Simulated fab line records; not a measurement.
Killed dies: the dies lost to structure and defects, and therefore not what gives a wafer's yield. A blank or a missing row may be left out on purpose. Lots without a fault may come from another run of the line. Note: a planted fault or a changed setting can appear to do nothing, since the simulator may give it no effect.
fab line records -- flow n5_finfet
[record] lots = 11, wafers = 28, last_day = 18
route steps=1938 shown SD_EPI_N@279 SD_EPI_P@306 PASSIVATION@1936
lots that met no fault: taken from a fault-free run of the same line
start_h: hours from the record's opening day to when the first of the lot's shown wafers began -- wait_h: hours since the lot's step before -- " same as the row above -- L1.1+2: a single row standing in for several wafers -- - either no value or no given start -- * or withheld: withheld -- < > ~ a bound
route shown NAME@n: names a module that has steps shown in the file, with the first one's number in the route -- usual: mean/standard deviation taken from wafers without a fault -- same: alike in all rows -- chamber/n: place in a boat -- sites: per-site readings -- _std_site: how widely they spread, as a standard deviation -- _edge_site: mean of outer sites minus mean of inner sites -- radius_mm: for every site, how far away it sits from the centre of the wafer -- mask NAME#n: copy n -- behind: the most recent tool/chamber to have shaped the wafer -- hold: cause of the lot's hold/its duration in hours/its outcome -- device: the n, p or np transistor that did not switch -- end of line: tests run on the same wafers once the route is complete -- for a step that has no rows: nothing shown but its recipe -- killed: dies lost to structure and defects at the first sort, not the wafer's yield -- map: dies across one wafer; x = killed, . = not, _ = none there
set.NAME: the setting the step ran with; set.NAME@STEP: the setting that earlier step ran with -- model.NAME: the simulator's own value behind a step, which no gauge read
steps of the route over a sample of lots; a table a step, a row a wafer
services: from which hour (start_h, from the record's first day; less than 0 if before it) a tool's chamber was out of use, for how many hours, and why
[[steps]]
[step N5_SD_EPI_N_ETCH_16]
[recipe] chemistry = CHF3/O2, target = SiO2, target_depth_a = 50, mask_material = SOC, pressure_mtorr = 30, source_w = 650, bias_w = 170, Ar_flow_sccm = 200, CHF3_flow_sccm = 50, O2_flow_sccm = 5, ion_energy_ev = 200
[usual] drypump_motor_current_A = 5.6/0.4, oes_product_au = 0.82/0.099, rf_vpp_V = 525/10, showerhead_plenum_p_Torr = 2.44/0.066, throttle_valve_pct = 18.86/0.2
lot.wafer,tool,chamber,start_h,wait_h,drypump_motor_current_A,oes_product_au,rf_hours_counter_h,rf_vpp_V,showerhead_plenum_p_Torr,throttle_valve_pct
L703.2,rie_diel-06,1,55.15,0.1,6.1,0.75,171,513,2.31,18.93
L703.3,rie_diel-06,2,55.15,0.1,5.3,0.93,12,533,2.54,18.58
L703.5,rie_diel-06,2,55.15,0.1,5.3,0.93,-,536,2.54,18.56
L704.1,rie_diel-01,2,61.95,0.1,4.9,0.68,244,541,2.47,18.94
L704.2,rie_diel-01,1,61.95,0.1,6.1,0.92,33,521,2.46,18.85
L704.4,rie_diel-01,0,61.95,0.1,5.4,0.94,20,511,2.45,18.60
L708.2,rie_diel-01,1,85.68,0.1,6.1,0.90,42,517,2.45,18.84
L708.4,rie_diel-01,3,85.68,0.1,5.6,0.72,-,530,2.50,19.09
L709.2,rie_diel-01,0,95.12,0.1,5.4,0.92,33,511,2.44,18.62
L709.4,rie_diel-01,0,95.12,0.1,5.4,0.92,-,511,2.44,18.62
L712.2,rie_diel-05,2,113.15,0.1,5.8,0.92,22,535,2.35,18.90
L712.4,rie_diel-05,1,113.15,0.1,5.9,0.95,10,538,2.34,18.80
L718.1,rie_diel-01,1,146.28,0.1,6.1,0.86,68,519,2.44,18.90
L718.2,rie_diel-01,0,146.28,0.1,5.4,0.89,52,511,2.43,18.65
L719.1,rie_diel-01,0,150.86,0.1,5.4,0.89,54,511,2.43,18.64
L719.3,rie_diel-01,3,150.86,0.1,5.6,0.70,213,530,2.49,19.12
L719.6,rie_diel-01,0,150.86,0.1,5.4,0.88,-,511,2.43,18.65
L720.1,rie_diel-01,0,160.80,0.1,5.4,0.87,59,511,2.43,18.64
L720.4,rie_diel-01,3,160.80,0.1,5.6,0.70,216,529,2.48,19.12
L720.5,rie_diel-01,2,160.80,0.1,4.9,0.95,-,540,2.46,18.60
L723.2,rie_diel-06,0,179.61,0.1,5.3,0.74,158,522,2.40,19.07
L723.4,rie_diel-06,1,179.61,0.1,6.1,0.71,-,514,2.30,18.98
L723.5,rie_diel-06,2,179.61,0.1,5.3,0.86,-,534,2.53,18.64
L724.4,rie_diel-06,2,188.13,0.0,5.3,0.87,-,533,2.53,18.64
L724.6,rie_diel-06,0,188.13,0.0,5.3,0.74,-,521,2.40,19.07
L725.2,rie_diel-06,1,189.11,0.1,6.2,0.70,215,513,2.29,18.99
L725.3,rie_diel-06,3,189.11,0.1,5.1,0.97,0,537,2.48,18.82
L725.5,rie_diel-06,0,189.11,0.1,5.3,0.75,-,522,2.40,19.08
[step N5_SD_EPI_P_DESCUM_14]
[recipe] chemistry = O2, time_s = 7.9, source_power_w = 50, bias_power_w = 20, pressure_mtorr = 20, rf_frequency_hz = 2.712e+07, temp_c = 40, resist = CAR-ArF-block, o2_flow_sccm = 225
[usual] bias_power_w = 20.00/0.067, drypump_motor_current_A = 5.8/0.41, oes_product_au = 0.78/0.078, rf_vpp_V = 242.9/1.5, showerhead_plenum_p_Torr = 2.08/0.082, throttle_valve_pct = 20.47/0.25
lot.wafer,tool,chamber,start_h,wait_h,bias_power_w,drypump_motor_current_A,oes_product_au,rf_hours_counter_h,rf_vpp_V,showerhead_plenum_p_Torr,throttle_valve_pct
L703.2,rie_diel-03,0,59.17,0.3,20.00,5.4,0.75,145,243.4,2.12,20.93
L703.3,rie_diel-03,1,59.17,0.3,20.01,5.8,0.71,224,245.2,2.15,20.62
L703.5,rie_diel-03,2,59.17,0.3,20.07,5.7,0.93,-,245.0,2.13,20.33
L704.1,rie_diel-03,0,66.69,0.1,20.08,5.4,0.74,147,242.3,2.12,20.95
L704.2,rie_diel-03,2,66.69,0.1,19.96,5.7,0.92,19,243.0,2.13,20.31
L704.4,rie_diel-03,1,66.69,0.1,19.99,5.8,0.70,227,244.6,2.15,20.63
L708.2,rie_diel-02,3,89.43,0.1,20.05,5.5,0.75,133,243.7,2.11,20.47
L708.4,rie_diel-02,3,89.43,0.1,20.04,5.4,0.75,-,244.5,2.11,20.47
L709.2,rie_diel-04,1,99.65,0.4,20.00,6.2,0.83,70,243.5,2.10,20.15
L709.4,rie_diel-04,0,99.65,0.4,20.01,6.4,0.80,85,240.7,1.95,20.50
L712.2,rie_diel-03,0,117.57,0.0,19.96,5.4,0.74,165,244.0,2.11,20.96
L712.4,rie_diel-03,2,117.57,0.0,20.07,5.7,0.89,36,243.3,2.13,20.35
L718.1,rie_diel-04,2,150.52,0.4,20.01,5.5,0.67,246,242.8,2.17,20.77
L718.2,rie_diel-04,1,150.52,0.4,20.05,6.2,0.81,87,242.2,2.09,20.18
L719.1,rie_diel-04,1,154.62,0.1,20.08,6.2,0.81,88,242.5,2.09,20.20
L719.3,rie_diel-04,2,154.62,0.1,19.93,5.5,0.67,248,244.1,2.17,20.77
L719.6,rie_diel-04,0,154.62,0.1,19.95,6.4,0.78,-,240.9,1.94,20.51
L720.1,rie_diel-02,0,164.69,0.1,19.88,5.0,0.79,142,240.3,1.93,20.54
L720.4,rie_diel-02,2,164.69,0.1,19.89,5.8,0.69,220,244.4,2.05,20.20
L720.5,rie_diel-02,1,164.69,0.1,20.03,5.2,0.92,-,242.9,2.05,20.06
L723.2,rie_diel-04,3,185.15,0.0,20.00,6.1,0.96,9,243.0,2.06,20.35
L723.4,rie_diel-04,1,185.15,0.0,20.11,6.2,0.80,-,242.1,2.09,20.19
L723.5,rie_diel-04,0,185.15,0.0,19.92,6.3,0.78,-,241.0,1.94,20.56
L724.4,rie_diel-03,3,192.92,0.0,19.89,6.3,0.81,107,244.7,2.19,20.45
L724.6,rie_diel-03,1,192.92,0.0,20.13,5.8,0.95,-,244.3,2.14,20.25
L725.2,rie_diel-02,1,193.80,0.0,19.92,5.2,0.90,29,241.7,2.05,20.05
L725.3,rie_diel-02,2,193.80,0.0,20.02,5.7,0.68,229,243.7,2.05,20.22
L725.5,rie_diel-02,0,193.80,0.0,19.98,5.0,0.78,-,241.1,1.93,20.56
[step N5_SD_EPI_P_ETCH_37]
[recipe] chemistry = N2/H2, target = SOC, overetch_a = 1080, mask_material = SiARC, temp_c = 40, ion_energy_ev = 100, source_w = 3000, bias_w = 133, pressure_mtorr = 20, time_s = 486, n2_flow_sccm = 200, h2_flow_sccm = 200, ends = end_point
[usual] drypump_motor_current_A = 5.8/0.41, oes_product_au = 0.70/0.065, rf_vpp_V = 240.5/1.6, showerhead_plenum_p_Torr = 2.52/0.097, throttle_valve_pct = 23.83/0.21
lot.wafer,tool,chamber,start_h,wait_h,drypump_motor_current_A,oes_product_au,rf_hours_counter_h,rf_vpp_V,showerhead_plenum_p_Torr,throttle_valve_pct
L703.2,rie_diel-03,0,59.26,0.0,5.4,0.68,145,240.3,2.54,24.32
L703.3,rie_diel-03,1,59.26,0.0,5.8,0.63,224,242.7,2.63,24.24
L703.5,rie_diel-03,2,59.26,0.0,5.7,0.81,-,241.1,2.60,23.65
L704.1,rie_diel-03,0,66.79,0.0,5.4,0.68,147,241.0,2.54,24.32
L704.2,rie_diel-03,2,66.79,0.0,5.7,0.81,19,240.4,2.59,23.68
L704.4,rie_diel-03,1,66.79,0.0,5.8,0.62,227,240.4,2.63,24.25
L708.2,rie_diel-02,3,89.52,0.0,5.5,0.68,133,240.6,2.54,23.64
L708.4,rie_diel-02,3,89.52,0.0,5.5,0.68,-,240.9,2.54,23.64
L709.2,rie_diel-04,1,99.74,0.0,6.2,0.74,70,241.6,2.58,23.70
L709.4,rie_diel-04,0,99.74,0.0,6.3,0.73,85,238.4,2.35,23.86
L712.2,rie_diel-03,0,117.66,0.0,5.4,0.66,165,240.8,2.53,24.34
L712.4,rie_diel-03,2,117.66,0.0,5.7,0.78,36,241.4,2.59,23.71
L718.1,rie_diel-04,2,150.61,0.0,5.5,0.60,246,242.1,2.59,23.86
L718.2,rie_diel-04,1,150.61,0.0,6.2,0.72,87,240.9,2.57,23.75
L719.1,rie_diel-04,1,154.71,0.0,6.2,0.73,88,241.2,2.57,23.74
L719.3,rie_diel-04,2,154.71,0.0,5.5,0.61,248,241.5,2.59,23.87
L719.6,rie_diel-04,0,154.71,0.0,6.3,0.71,-,238.1,2.34,23.88
L720.1,rie_diel-02,0,164.78,0.0,5.0,0.70,142,239.2,2.36,23.96
L720.4,rie_diel-02,2,164.78,0.0,5.8,0.63,220,241.0,2.52,23.79
L720.5,rie_diel-02,1,164.78,0.0,5.2,0.80,-,241.1,2.49,23.61
L723.2,rie_diel-04,3,185.24,0.0,6.1,0.84,9,239.8,2.49,23.53
L723.4,rie_diel-04,1,185.24,0.0,6.2,0.71,-,241.5,2.56,23.73
L723.5,rie_diel-04,0,185.24,0.0,6.3,0.70,-,237.9,2.34,23.88
L724.4,rie_diel-03,3,193.01,0.0,6.3,0.73,107,241.2,2.66,23.60
L724.6,rie_diel-03,1,193.01,0.0,5.8,0.85,-,242.0,2.62,23.89
L725.2,rie_diel-02,1,193.89,0.0,5.2,0.78,29,240.8,2.48,23.64
L725.3,rie_diel-02,2,193.89,0.0,5.7,0.62,229,241.7,2.52,23.81
L725.5,rie_diel-02,0,193.89,0.0,5.0,0.70,-,238.4,2.35,23.97
[step N5_SD_EPI_P_EPI_21]
[recipe] material = SiGe:B, dopant = B, temp_c = 550, pressure_torr = 20, ambient = H2, time_s = 355
[usual] epi_growth_time_s = 355/0
lot.wafer,tool,chamber,start_h,wait_h,epi_growth_time_s
L703.2,epi_rpcvd-03,0,60.88,0.5,355
L703.3,epi_rpcvd-03,0,60.88,0.5,355
L703.5,epi_rpcvd-03,0,60.88,0.5,355
L704.1,epi_rpcvd-02,0,68.04,0.1,355
L704.2,epi_rpcvd-02,0,68.04,0.1,355
L704.4,epi_rpcvd-02,0,68.04,0.1,355
L708.2,epi_rpcvd-03,0,91.13,0.5,472.06
L708.4,epi_rpcvd-03,0,91.13,0.5,355
L709.2,epi_rpcvd-03,0,101.35,0.5,472.06
L709.4,epi_rpcvd-03,0,101.35,0.5,355
L712.2,epi_rpcvd-03,0,119.31,0.5,472.06
L712.4,epi_rpcvd-03,0,119.31,0.5,355
L718.1,epi_rpcvd-04,0,151.91,0.1,355
L718.2,epi_rpcvd-04,0,151.91,0.1,355
L719.1,epi_rpcvd-02,0,155.97,0.1,355
L719.3,epi_rpcvd-02,0,155.97,0.1,355
L719.6,epi_rpcvd-02,0,157.77,1.8,355
L720.1,epi_rpcvd-04,0,166.03,0.1,355
L720.4,epi_rpcvd-04,0,167.11,1.1,355
L720.5,epi_rpcvd-04,0,167.11,1.1,355
L723.2,epi_rpcvd-03,0,186.90,0.5,355
L723.4,epi_rpcvd-03,0,186.90,0.5,355
L723.5,epi_rpcvd-03,0,186.90,0.5,355
L725.2,epi_rpcvd-04,0,195.75,0.6,355
L725.3,epi_rpcvd-04,0,195.75,0.6,355
L725.5,epi_rpcvd-04,0,195.75,0.6,355
L724.4,epi_rpcvd-02,0,195.83,1.5,355
L724.6,epi_rpcvd-02,0,195.83,1.5,355
[step N5_SD_EPI_P_EPI_MEAS_23]
[recipe] mode = xrd
[usual] thk_nm = 60.7/1.3
lot.wafer,tool,chamber,start_h,wait_h,thk_nm
L703.2,film_metro-02,-,62.72,1.5,60.8
L703.3,film_metro-02,-,62.72,1.5,58.9
L703.5,film_metro-02,-,62.72,1.5,59.3
L704.1,film_metro-02,-,70.24,1.8,61.4
L704.2,film_metro-02,-,70.24,1.8,61.3
L704.4,film_metro-02,-,70.24,1.8,59.2
L708.2,film_metro-02,-,92.97,1.5,70.8
L708.4,film_metro-02,-,92.97,1.5,59.4
L709.2,film_metro-01,-,103.19,1.5,71.1
L709.4,film_metro-01,-,103.19,1.5,59.8
L712.2,film_metro-02,-,121.15,1.5,73.5
L712.4,film_metro-02,-,121.15,1.5,58.4
L718.1,film_metro-02,-,154.12,1.9,60.9
L718.2,film_metro-02,-,154.12,1.9,61.4
L719.1,film_metro-02,-,158.18,1.9,61.1
L719.3,film_metro-02,-,158.18,1.9,62.1
L719.6,film_metro-02,-,158.18,1.9,60.2
L720.1,film_metro-02,-,168.23,1.8,62.2
L720.4,film_metro-02,-,168.23,1.8,62.6
L720.5,film_metro-02,-,168.23,1.8,60.5
L723.2,film_metro-01,-,188.74,1.5,59.9
L723.4,film_metro-01,-,188.74,1.5,59.7
L723.5,film_metro-01,-,188.74,1.5,61.0
L724.4,film_metro-01,-,197.31,1.0,61.4
L724.6,film_metro-01,-,197.31,1.0,59.7
L725.2,film_metro-02,-,198.18,2.0,60.3
L725.3,film_metro-02,-,198.18,2.0,62.2
L725.5,film_metro-02,-,198.18,2.0,63.6
[step N5_PASSIVATION_PROBE_49]
[usual] killed_at_M0_to_M3 = 31/11, killed_at_M4_up = 14/5.1, killed_at_contacts = 12/5.6, killed_at_front_end = 42/12, killed_at_other = 3.8/2.9, killed_dies = 103/18, killed_open = 67/14, killed_short = 33/8
[same] gross_dies = 1180, killed_at_back_side = 0
lot.wafer,tool,chamber,start_h,wait_h,killed_at_M0_to_M3,killed_at_M4_up,killed_at_contacts,killed_at_front_end,killed_at_other,killed_dies,killed_open,killed_short
L703.2,prober-02,-,291.91,0.9,41,10,22,36,0,109,72,34
L703.3,prober-02,-,291.96,0.9,39,7,15,54,2,117,76,40
L703.5,prober-02,-,292.06,1.0,40,8,15,25,6,94,65,26
L704.1,prober-01,-,306.22,0.0,26,12,7,34,8,87,53,33
L704.2,prober-01,-,306.27,0.1,34,10,5,55,6,110,73,33
L704.4,prober-01,-,306.37,0.2,28,8,20,81,5,142,82,48
L708.2,prober-01,-,331.52,0.1,37,21,14,40,6,118,87,31
L708.4,prober-01,-,331.62,0.2,22,12,13,43,1,91,68,23
L709.2,prober-01,-,339.47,0.1,15,15,11,60,4,105,73,22
L712.2,prober-02,-,367.96,0.1,23,11,14,54,2,104,73,30
L712.4,prober-02,-,368.06,0.2,19,13,15,55,0,102,67,29
L719.1,prober-02,-,380.43,0.0,18,10,7,44,5,84,55,29
L719.3,prober-02,-,380.53,0.1,43,12,3,28,5,91,54,33
L719.6,prober-02,-,380.68,0.3,40,13,12,41,2,108,68,39
L718.1,prober-02,-,384.22,0.0,48,5,13,77,2,145,97,38
L718.2,prober-02,-,384.27,0.1,40,10,9,46,3,108,68,39
L720.1,prober-01,-,384.76,0.0,32,8,16,28,2,86,56,28
L720.4,prober-01,-,384.91,0.2,40,10,5,37,6,98,58,34
L720.5,prober-01,-,384.96,0.2,26,14,11,20,2,73,46,27
L723.2,prober-01,-,415.77,0.1,54,20,13,49,6,142,90,51
L723.4,prober-01,-,415.87,0.2,39,14,13,24,7,97,56,39
L723.5,prober-01,-,415.92,0.2,51,19,12,45,3,130,89,39
L725.2,prober-01,-,416.41,0.1,36,10,9,47,5,107,70,31
L725.3,prober-01,-,416.46,0.1,27,19,14,48,2,110,72,38
L725.5,prober-01,-,416.56,0.2,19,12,7,47,2,87,56,31
L724.4,prober-01,-,422.65,0.2,31,13,13,39,3,99,75,22
L724.6,prober-01,-,422.75,0.3,40,12,10,20,3,85,62,22
// killed by level:class
L703.2 MOL_CONTACT_COAG:geometric_particle:open=19 BEOL_M0_SAQP:geometric_particle:short=15 BEOL_M0_SAQP:geometric_particle:open=14 GATE_CUT:geometric_particle:short=6 BEOL_M2:geometric_particle:open=6 STI_FIN_REVEAL:geometric_particle:open=5 FIN_SAQP:geometric_particle:open=4 SPACER0:geometric_particle:open=4
L703.3 FIN_SAQP:geometric_particle:open=16 BEOL_M0_SAQP:geometric_particle:open=15 MOL_CONTACT_COAG:geometric_particle:open=13 BEOL_M0_SAQP:geometric_particle:short=13 STI_FIN_REVEAL:geometric_particle:open=10 BEOL_M2:geometric_particle:short=5 STARTING-WAFER:geometric_particle:open=5 FIN_SAQP:geometric_particle:short=3
L703.5 BEOL_M0_SAQP:geometric_particle:open=14 MOL_CONTACT_COAG:geometric_particle:open=13 BEOL_M0_SAQP:geometric_particle:short=13 PASS1_CAP:geometric_particle:open=6 BEOL_M3:geometric_particle:open=5 STARTING-WAFER:geometric_particle:open=5 STARTING-WAFER:geometric_particle:short=5 BEOL_M1:geometric_particle:open=4
L704.1 STI_FIN_REVEAL:geometric_particle:open=13 BEOL_M3:geometric_particle:short=9 FIN_SAQP:geometric_particle:open=8 BEOL_M5:geometric_particle:open=6 MOL_CONTACT_COAG:geometric_particle:open=5 BEOL_M0_SAQP:geometric_particle:open=5 BEOL_M0_SAQP:geometric_particle:short=4 BEOL_M2:geometric_particle:open=4
L704.2 FIN_SAQP:geometric_particle:open=21 STI_FIN_REVEAL:geometric_particle:open=10 FIN_SAQP:geometric_particle:short=9 BEOL_M0_SAQP:geometric_particle:short=8 BEOL_M2:geometric_particle:open=7 BEOL_M4:geometric_particle:open=7 BEOL_M3:geometric_particle:open=6 STARTING-WAFER:geometric_particle:short=5
L704.4 STI_FIN_REVEAL:geometric_particle:open=21 MOL_CONTACT_COAG:geometric_particle:open=16 FIN_SAQP:geometric_particle:short=13 BEOL_M2:geometric_particle:open=9 HKMG_FIN:area_etch=8 FIN_SAQP:geometric_particle:open=6 STI_FIN_REVEAL:geometric_particle:short=6 BEOL_M0_SAQP:geometric_particle:short=6
L708.2 MOL_CONTACT_COAG:geometric_particle:open=12 STI_FIN_REVEAL:geometric_particle:open=11 BEOL_M4:geometric_particle:open=11 BEOL_M3:geometric_particle:open=8 FIN_SAQP:geometric_particle:open=5 FIN_SAQP:geometric_particle:short=5 BEOL_M0_SAQP:geometric_particle:short=5 BEOL_M0_SAQP:geometric_particle:open=5
L708.4 STI_FIN_REVEAL:geometric_particle:open=21 MOL_CONTACT_COAG:geometric_particle:open=12 BEOL_M4:geometric_particle:open=5 FIN_SAQP:geometric_particle:open=4 GATE_CUT:geometric_particle:short=4 BEOL_M0_SAQP:geometric_particle:open=4 BEOL_M0_SAQP:geometric_particle:short=4 BEOL_M1:geometric_particle:open=4
L709.2 FIN_SAQP:geometric_particle:open=15 MOL_CONTACT_COAG:geometric_particle:open=10 HKMG_FIN:area_etch=10 STI_FIN_REVEAL:geometric_particle:open=8 GATE_CUT:geometric_particle:short=6 BEOL_M2:geometric_particle:open=6 FIN_SAQP:geometric_particle:short=5 BEOL_M4:geometric_particle:open=5
L712.2 FIN_SAQP:geometric_particle:open=22 MOL_CONTACT_COAG:geometric_particle:open=10 FIN_SAQP:geometric_particle:short=8 DUMMY_GATE:geometric_particle:open=7 STARTING-WAFER:geometric_particle:open=5 BEOL_M0_SAQP:geometric_particle:open=4 MOL_CONTACT_COAG:geometric_particle:short=4 BEOL_M0_SAQP:geometric_particle:short=4
L712.4 FIN_SAQP:geometric_particle:open=13 MOL_CONTACT_COAG:geometric_particle:open=11 BEOL_M1:geometric_particle:open=8 DUMMY_GATE:geometric_particle:open=7 STARTING-WAFER:geometric_particle:short=6 HKMG_FIN:area_etch=6 FIN_SAQP:geometric_particle:short=4 GATE_CUT:geometric_particle:short=4
L719.1 FIN_SAQP:geometric_particle:open=12 STI_FIN_REVEAL:geometric_particle:open=12 FIN_SAQP:geometric_particle:short=11 MOL_CONTACT_COAG:geometric_particle:open=5 BEOL_M0_SAQP:geometric_particle:short=4 BEOL_M1:geometric_particle:open=4 DUMMY_GATE:geometric_particle:open=3 BEOL_M3:geometric_particle:open=3
L719.3 BEOL_M3:geometric_particle:open=10 BEOL_M0_SAQP:geometric_particle:short=8 BEOL_M1:geometric_particle:open=7 FIN_SAQP:geometric_particle:short=6 BEOL_M2:geometric_particle:open=6 BEOL_M0_SAQP:geometric_particle:open=5 FIN_SAQP:geometric_particle:open=4 GATE_CUT:geometric_particle:open=4
L719.6 FIN_SAQP:geometric_particle:open=18 BEOL_M3:geometric_particle:open=10 MOL_CONTACT_COAG:geometric_particle:open=8 FIN_SAQP:geometric_particle:short=7 BEOL_M2:geometric_particle:open=5 STI_FIN_REVEAL:geometric_particle:open=4 DUMMY_GATE:geometric_particle:open=4 BEOL_M0:geometric_particle:open=4
L718.1 STI_FIN_REVEAL:geometric_particle:open=29 BEOL_M3:geometric_particle:open=13 MOL_CONTACT_COAG:geometric_particle:open=11 BEOL_M2:geometric_particle:open=11 FIN_SAQP:geometric_particle:short=10 BEOL_M1:geometric_particle:open=9 HKMG_FIN:area_etch=9 FIN_SAQP:geometric_particle:open=6
L718.2 FIN_SAQP:geometric_particle:open=15 FIN_SAQP:geometric_particle:short=13 BEOL_M0_SAQP:geometric_particle:open=11 BEOL_M3:geometric_particle:open=8 MOL_CONTACT_COAG:geometric_particle:open=8 BEOL_M0_SAQP:geometric_particle:short=7 BEOL_M1:geometric_particle:open=7 GATE_CUT:geometric_particle:short=4
L720.1 MOL_CONTACT_COAG:geometric_particle:open=12 STI_FIN_REVEAL:geometric_particle:open=9 BEOL_M0_SAQP:geometric_particle:open=9 BEOL_M0_SAQP:geometric_particle:short=6 BEOL_M1:geometric_particle:short=5 GATE_CUT:geometric_particle:short=4 MOL_CONTACT_COAG:geometric_particle:short=4 BEOL_M2:geometric_particle:open=4
L720.4 BEOL_M1:geometric_particle:open=9 STI_FIN_REVEAL:geometric_particle:open=8 BEOL_M1:geometric_particle:short=8 BEOL_M0_SAQP:geometric_particle:short=7 BEOL_M0_SAQP:geometric_particle:open=7 BEOL_M4:geometric_particle:open=6 HKMG_FIN:area_etch=6 GATE_CUT:geometric_particle:short=5
L720.5 MOL_CONTACT_COAG:geometric_particle:open=8 BEOL_M1:geometric_particle:open=7 STARTING-WAFER:geometric_particle:open=5 BEOL_M3:geometric_particle:open=4 STARTING-WAFER:geometric_particle:short=4 DUMMY_GATE:geometric_particle:short=3 MOL_CONTACT_COAG:geometric_particle:short=3 BEOL_M0_SAQP:geometric_particle:open=3
L723.2 BEOL_M0_SAQP:geometric_particle:open=19 BEOL_M0_SAQP:geometric_particle:short=17 FIN_SAQP:geometric_particle:short=16 MOL_CONTACT_COAG:geometric_particle:open=10 BEOL_M4:geometric_particle:open=9 FIN_SAQP:geometric_particle:open=8 BEOL_M1:geometric_particle:open=8 STI_FIN_REVEAL:geometric_particle:open=4
L723.4 BEOL_M0_SAQP:geometric_particle:short=10 MOL_CONTACT_COAG:geometric_particle:open=9 BEOL_M2:geometric_particle:short=7 BEOL_M2:geometric_particle:open=7 FIN_SAQP:geometric_particle:open=6 GATE_CUT:geometric_particle:open=6 BEOL_M1:geometric_particle:open=6 BEOL_M0_SAQP:geometric_particle:open=6
L723.5 BEOL_M0_SAQP:geometric_particle:short=14 BEOL_M0_SAQP:geometric_particle:open=13 FIN_SAQP:geometric_particle:open=10 MOL_CONTACT_COAG:geometric_particle:open=10 BEOL_M4:geometric_particle:open=10 BEOL_M1:geometric_particle:open=9 BEOL_M2:geometric_particle:open=6 DUMMY_GATE:geometric_particle:open=5
L725.2 BEOL_M1:geometric_particle:open=10 FIN_SAQP:geometric_particle:open=8 FIN_SAQP:geometric_particle:short=7 STI_FIN_REVEAL:geometric_particle:open=7 MOL_CONTACT_COAG:geometric_particle:open=7 HKMG_FIN:area_etch=6 BEOL_M0:geometric_particle:open=5 DUMMY_GATE:geometric_particle:open=4
L725.3 STI_FIN_REVEAL:geometric_particle:open=9 MOL_CONTACT_COAG:geometric_particle:open=9 BEOL_M4:geometric_particle:open=9 FIN_SAQP:geometric_particle:open=8 BEOL_M3:geometric_particle:open=7 FIN_SAQP:geometric_particle:short=6 BEOL_M1:geometric_particle:open=5 MOL_CONTACT_COAG:geometric_particle:short=5
L725.5 FIN_SAQP:geometric_particle:open=15 FIN_SAQP:geometric_particle:short=10 MOL_CONTACT_COAG:geometric_particle:open=7 STI_FIN_REVEAL:geometric_particle:open=5 BEOL_M2:geometric_particle:open=5 STI_FIN_REVEAL:geometric_particle:short=3 GATE_CUT:geometric_particle:short=3 BEOL_M0_SAQP:geometric_particle:short=3
L724.4 FIN_SAQP:geometric_particle:open=15 MOL_CONTACT_COAG:geometric_particle:open=11 STI_FIN_REVEAL:geometric_particle:open=7 BEOL_M2:geometric_particle:open=6 BEOL_M0:geometric_particle:open=6 BEOL_M1:geometric_particle:open=6 FIN_SAQP:geometric_particle:short=5 BEOL_M3:geometric_particle:open=4
L724.6 MOL_CONTACT_COAG:geometric_particle:open=9 BEOL_M1:geometric_particle:open=9 BEOL_M0_SAQP:geometric_particle:short=7 BEOL_M0_SAQP:geometric_particle:open=7 BEOL_M3:geometric_particle:open=7 BEOL_M4:geometric_particle:open=5 FIN_SAQP:geometric_particle:open=4 BEOL_M3:geometric_particle:short=4
[[services]]
tool,chamber,start_h,hours,kind
rie_diel-03,2,32.31,2.2,repair
rie_diel-06,0,33.54,14.8,repair
rie_diel-06,3,44.54,8.9,repair
epi_rpcvd-03,-,53.04,2.9,repair
rie_diel-04,-,69.57,28.1,pm
epi_rpcvd-04,-,77.90,0.6,repair
rie_diel-05,1,89.71,3.3,repair
epi_rpcvd-04,-,93.92,9.3,repair
rie_diel-06,3,100.54,10.5,repair
rie_diel-02,-,102.59,2.8,pm
epi_rpcvd-03,-,111.34,2.8,pm
rie_diel-06,-,125.58,28.1,pm
rie_diel-01,2,128.72,2.3,repair
rie_diel-04,3,136.92,-,clean
rie_diel-04,3,136.92,-,consumable_replace:focus_ring
rie_diel-04,3,136.92,28.0,scheduled_down
rie_diel-04,3,136.92,28.0,vent_cycle
rie_diel-03,1,144.94,3.3,repair
rie_diel-03,1,148.25,-,clean
rie_diel-03,1,148.25,-,consumable_replace:esc
rie_diel-03,1,148.25,-,consumable_replace:focus_ring
rie_diel-03,1,148.25,23.6,scheduled_down
rie_diel-03,1,148.25,23.6,vent_cycle
rie_diel-02,-,197.02,0.7,repair
[[key]]
[first_sign] step = N5_SD_EPI_P_EPI_21, reading = epi_growth_time_s, direction = up, sigmas = 99+, usual = *, struck = *
[effect] step = N5_SD_EPI_P_EPI_MEAS_23, reading = thk_nm, direction = up, sigmas = 8.5, usual = *, struck = *
met_at N5_SD_EPI_P_EPI_21
struck_lots L708,L709,L712
struck_wafers L708.2,L709.2,L712.2
tester_left_out L708,L709,L712
[baseline_loss] step = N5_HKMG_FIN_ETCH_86, wafers = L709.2
not_acting_at N5_SD_EPI_N_ETCH_16,N5_SD_EPI_P_DESCUM_14,N5_SD_EPI_P_ETCH_37
onset_between 60.88 91.13
[fault] kind = process_parameter_drift, tool = epi_rpcvd-03, chamber = -, onset_h = 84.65, steps = N5_SD_EPI_P_EPI_21, channel = epi_growth_time_s, offset = *, shape = step, end_h = 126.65, scope = struck_wafers_only, acts_in = *, stated = *
// tester_left_out: of these lots the tester's yield and bins aren't shown, on N5 and GAA mostly nor the transistor test; their killed dies are dies lost to structure and defects alone, not to doping, threshold or leakage, so they don't give the yield
// baseline_loss: these wafers lose ten dies or more at that step, a loss of the line's own and not of a fault; the sort's usual values leave them out
